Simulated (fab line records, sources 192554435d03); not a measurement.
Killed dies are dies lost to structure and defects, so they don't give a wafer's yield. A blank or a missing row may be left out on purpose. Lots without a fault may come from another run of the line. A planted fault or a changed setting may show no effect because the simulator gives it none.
Chamber matching | flow n5_finfet | N5_BEOL_M2_ETCH_74 on rie_diel-04: 4 sister chambers
The step etches underlayer in N2/H2, target depth 6.5 nm, time 5.2 s. 4 wafers are shown with their chamber, then 10 later ones without.

WAFERS WITH THEIR CHAMBER
wafer  | chamber | showerhead_plenum_p_Torr (Torr)
L087.3 | 3       | 2.60
L087.5 | 1       | 2.73
L091.1 | 2       | 2.59
L091.3 | 0       | 2.47

WAFERS WITHOUT THEIR CHAMBER
wafer  | showerhead_plenum_p_Torr (Torr)
L091.6 | 2.72
L094.2 | 2.47
L094.3 | 2.60
L094.4 | 2.58
L093.1 | 2.58
L093.4 | 2.72
L093.5 | 2.47
L095.4 | 2.60
L095.5 | 2.58
L095.6 | 2.72

WHICH CHAMBER EACH WENT THROUGH
wafer  | from the rows above     | in truth
L091.6 | 1                       | 1
L094.2 | 0                       | 0
L094.3 | can't be placed: 3 or 2 | 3
L094.4 | can't be placed: 2 or 3 | 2
L093.1 | can't be placed: 2 or 3 | 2
L093.4 | 1                       | 1
L093.5 | 0                       | 0
L095.4 | can't be placed: 3 or 2 | 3
L095.5 | can't be placed: 2 or 3 | 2
L095.6 | 1                       | 1
Placed correctly: 5 of 10. Can't be placed from these rows: 5 (the true chamber is among the candidates in 5). Placed wrongly: 0.
How it was worked out, from the rows above alone: a wafer's distance from a chamber is the root of the sum, over the readings, of the square of ((its reading less the chamber's mean) divided by the reading's scatter). The wafer belongs to the nearest chamber; if the next one is less than 2 further off, it can't be placed. A chamber's mean is the mean of its shown wafers. The scatter: with one shown wafer a chamber, the root of the mean of the squares of how far each hidden wafer lies from its nearest shown one.
